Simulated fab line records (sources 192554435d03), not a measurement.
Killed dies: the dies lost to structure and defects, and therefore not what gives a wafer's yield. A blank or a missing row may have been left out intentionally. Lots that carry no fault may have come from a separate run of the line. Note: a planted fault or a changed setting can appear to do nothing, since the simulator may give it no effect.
Matching of chambers :: flow n5 finfet :: rie diel-01 running N5_BEOL_M14_ETCH_59: 4 sister chambers
The step etches BARC in N2/H2, target depth 89 nm, overetch 26.7 nm, time 67.9 s. 16 wafers are shown with their chamber, then 8 later ones without.

WAFERS WITH THEIR CHAMBER
wafer: L076.1
chamber: 0
drypump motor current A (A): 6.5
throttle valve pct (%): 17.76
oes product au (a.u.): 0.68

wafer: L076.2
chamber: 3
drypump motor current A (A): 5.7
throttle valve pct (%): 18.24
oes product au (a.u.): 0.62

wafer: L076.4
chamber: 2
drypump motor current A (A): 5.0
throttle valve pct (%): 18.09
oes product au (a.u.): 0.76

wafer: L077.1
chamber: 2
drypump motor current A (A): 5.1
throttle valve pct (%): 18.09
oes product au (a.u.): 0.76

wafer: L077.2
chamber: 3
drypump motor current A (A): 5.7
throttle valve pct (%): 18.23
oes product au (a.u.): 0.61

wafer: L077.5
chamber: 3
drypump motor current A (A): 5.7
throttle valve pct (%): 18.23
oes product au (a.u.): 0.61

wafer: L078.2
chamber: 2
drypump motor current A (A): 5.0
throttle valve pct (%): 18.12
oes product au (a.u.): 0.76

wafer: L078.3
chamber: 1
drypump motor current A (A): 5.8
throttle valve pct (%): 18.04
oes product au (a.u.): 0.59

wafer: L078.5
chamber: 0
drypump motor current A (A): 6.5
throttle valve pct (%): 17.76
oes product au (a.u.): 0.66

wafer: L091.2
chamber: 2
drypump motor current A (A): 5.1
throttle valve pct (%): 18.15
oes product au (a.u.): 0.73

wafer: L091.3
chamber: 1
drypump motor current A (A): 5.7
throttle valve pct (%): 17.59
oes product au (a.u.): 0.79

wafer: L091.5
chamber: 1
drypump motor current A (A): 5.7
throttle valve pct (%): 17.56
oes product au (a.u.): 0.79

wafer: L092.2
chamber: 1
drypump motor current A (A): 5.8
throttle valve pct (%): 17.57
oes product au (a.u.): 0.80

wafer: L092.4
chamber: 0
drypump motor current A (A): 6.5
throttle valve pct (%): 17.80
oes product au (a.u.): 0.64

wafer: L092.5
chamber: 2
drypump motor current A (A): 5.0
throttle valve pct (%): 18.16
oes product au (a.u.): 0.72

wafer: L093.1
chamber: 0
drypump motor current A (A): 6.6
throttle valve pct (%): 17.81
oes product au (a.u.): 0.64

SIGNATURES (averages over the wafers above)
reading: drypump motor current A
chamber 0: 6.525
chamber 1: 5.750
chamber 2: 5.040
chamber 3: 5.700
scatter within a chamber: 0.0496

reading: throttle valve pct
chamber 0: 17.7825
chamber 1: 17.6900
chamber 2: 18.1220
chamber 3: 18.2333
scatter within a chamber: 0.119

reading: oes product au
chamber 0: 0.6550
chamber 1: 0.7425
chamber 2: 0.7460
chamber 3: 0.6133
scatter within a chamber: 0.053
Rule: for each reading, subtract the chamber's mean from the wafer's reading, divide by that reading's scatter and square the result; add these up over the readings and take the root, which gives the wafer's distance from the chamber. If the next closest chamber is less than 2 further off than the closest, the wafer can't be placed; otherwise it belongs to the closest. The scatter is the square root of a quotient: the sum, over the shown wafers, of each reading's squared deviation from its chamber's mean, divided by wafers minus chambers.

WAFERS MISSING THEIR CHAMBER
wafer: L093.5
drypump motor current A (A): 6.5
throttle valve pct (%): 17.81
oes product au (a.u.): 0.64

wafer: L093.6
drypump motor current A (A): 5.7
throttle valve pct (%): 17.59
oes product au (a.u.): 0.78

wafer: L096.2
drypump motor current A (A): 5.8
throttle valve pct (%): 17.57
oes product au (a.u.): 0.77

wafer: L096.4
drypump motor current A (A): 5.0
throttle valve pct (%): 18.17
oes product au (a.u.): 0.71

wafer: L096.6
drypump motor current A (A): 5.7
throttle valve pct (%): 17.59
oes product au (a.u.): 0.77

wafer: L097.2
drypump motor current A (A): 5.1
throttle valve pct (%): 18.19
oes product au (a.u.): 0.71

wafer: L097.3
drypump motor current A (A): 5.7
throttle valve pct (%): 17.58
oes product au (a.u.): 0.76

wafer: L097.4
drypump motor current A (A): 5.7
throttle valve pct (%): 17.59
oes product au (a.u.): 0.77

EACH ONE'S CHAMBER
wafer: L093.5
from the rows above: 0
in truth: 0

wafer: L093.6
from the rows above: 1
in truth: 1

wafer: L096.2
from the rows above: 1
in truth: 1

wafer: L096.4
from the rows above: 2
in truth: 2

wafer: L096.6
from the rows above: 1
in truth: 1

wafer: L097.2
from the rows above: 2
in truth: 2

wafer: L097.3
from the rows above: 1
in truth: 1

wafer: L097.4
from the rows above: 1
in truth: 1
8 of 8 placed correctly. From these rows, 0 cannot be placed. Number placed wrongly: 0.
